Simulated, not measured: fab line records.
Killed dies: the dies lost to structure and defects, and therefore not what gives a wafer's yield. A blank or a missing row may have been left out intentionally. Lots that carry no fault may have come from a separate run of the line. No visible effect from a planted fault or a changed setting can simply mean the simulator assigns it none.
A struck lot beside a sound one + flow n5Finfet + 15 out of 1938 route steps
Sound: these wafers, L782.3, L782.4, L782.6. Struck: wafer L780.1 (left out: L780.2, L780.6 of the same lot, which were not struck); the cause appears at the end.
At each step with rows: each side's tool, then ch and its chambers, then its first start. Under that, the readings that differ: sound wafers + struck wafers + difference of the means + sigmas: that difference in standard deviations of wafers without a fault.
alike: a reading whose means differ by less than 2 such deviations, as well as words and numbers matching on both sides. not compared: withheld readings; readings where some wafer has no value; bounds like >300 that might hide an equal value; numbers whose values overlap and for which the record gives no deviation.
Wherever a step has rows on one side only, a row that says differs or no value, or a row with sigmas, the two part there. Numbers that don't overlap but have no deviation are shown without sigmas and don't part them. A reading missing from all wafers of one side parts the sides only when that side holds two or more wafers.

N5_BEOL_M2_SPUTTER_90: material Cu, target thk 4.5 nm, time 8.29 s.
  sound: pvdSputter-03 at day 8 12:34; struck: pvdSputter-01 at day 7 22:05
  alike: throttleValvePct
N5_BEOL_M2_ANNEAL_91: time 240 s.
  sound: pvdSputter-03 at day 8 12:39; struck: pvdSputter-01 at day 7 22:10
  alike: heaterPowerW
then, 1 step without rows for these wafers: N5_BEOL_M2_SPUTTER_92 (material Cu, target thk 4.5 nm, time 8.29 s).
N5_BEOL_M2_ANNEAL_93: time 240 s.
  sound: pvdSputter-03 at day 8 12:52; struck: pvdSputter-01 at day 7 22:23
| reading          | sound       | struck | difference | sigmas |
|------------------|-------------|--------|------------|--------|
| heaterPowerW (W) | 720 853 835 | 1003   | +200       | +2     |
then, 1 step without rows for these wafers: N5_BEOL_M2_SPUTTER_94 (material Cu, target thk 4.5 nm, time 8.29 s).
N5_BEOL_M2_ANNEAL_95: time 240 s.
  sound: pvdSputter-03 at day 8 13:05; struck: pvdSputter-01 at day 7 22:37
  alike: heaterPowerW
then, 4 steps without rows for these wafers: N5_BEOL_M2_SPUTTER_96 (material Cu, target thk 4.5 nm, time 8.29 s); N5_BEOL_M2_ECD_50 (material Cu, target thk 300 nm); N5_BEOL_M2_ANNEAL_51 (time 90 s); N5_BEOL_M2_CMP_52 (polishes, stops on SiOC, t overpolish 6.8 s, target thk 40 nm).
N5_BEOL_M2_THK_MEAS_53: measures by xrf.
  sound: filmMetro-02 at day 8 14:17; struck: filmMetro-02 at day 7 23:32
  alike: M2_THK
N5_BEOL_M2_PRE_CLEAN_60: time 15 s.
  sound on cvdCo-02 ch 0,2, day 8 14:20; struck on cvdCo-01 ch 1, day 7 23:34
  alike: heaterPowerW
  not compared: sinceWetCleanH
N5_BEOL_M2_CO_CAP_55: material Co, precursor CCTBA/H2, target thk 2 nm, time 102.1 s.
  sound on cvdCo-02 ch 0,2, day 8 14:22; struck on cvdCo-01 ch 1, day 7 23:37
| reading                                  | sound             | struck | difference | sigmas |
|------------------------------------------|-------------------|--------|------------|--------|
| runLengthS (s)                           | 125.2 124.9 125.6 | 153.7  | +28.5      | +68    |
| model.Co_of_BEOL_M2_CO_CAP_55.thkNm (nm) | 2 1.8 1.8         | 2.6    | +0.7       |        |
  alike: heaterPowerW
  not compared: sinceWetCleanH
then, 1 step without rows for these wafers: N5_BEOL_M2_PRE_CLEAN_56 (time 15 s).
N5_BEOL_M4_RC_MEAS_101:
  sound on prober-02 ch 0, day 9 12:58; struck on prober-02 ch 0, day 8 17:06
| reading   | sound                | struck | difference | sigmas |
|-----------|----------------------|--------|------------|--------|
| VT_P (mV) | -249.8 -249.1 -247.8 | -254.7 | -5.8       | -2     |
  alike: DIBL_N, DIBL_P, IOFF_N, IOFF_P, ION_N, ION_P, SS_N, SS_P, VT_N

== WHERE THEY PART ==
First at N5_BEOL_M2_ANNEAL_93; last, within this record, at N5_BEOL_M4_RC_MEAS_101.

WHY: what had been put in by the simulator
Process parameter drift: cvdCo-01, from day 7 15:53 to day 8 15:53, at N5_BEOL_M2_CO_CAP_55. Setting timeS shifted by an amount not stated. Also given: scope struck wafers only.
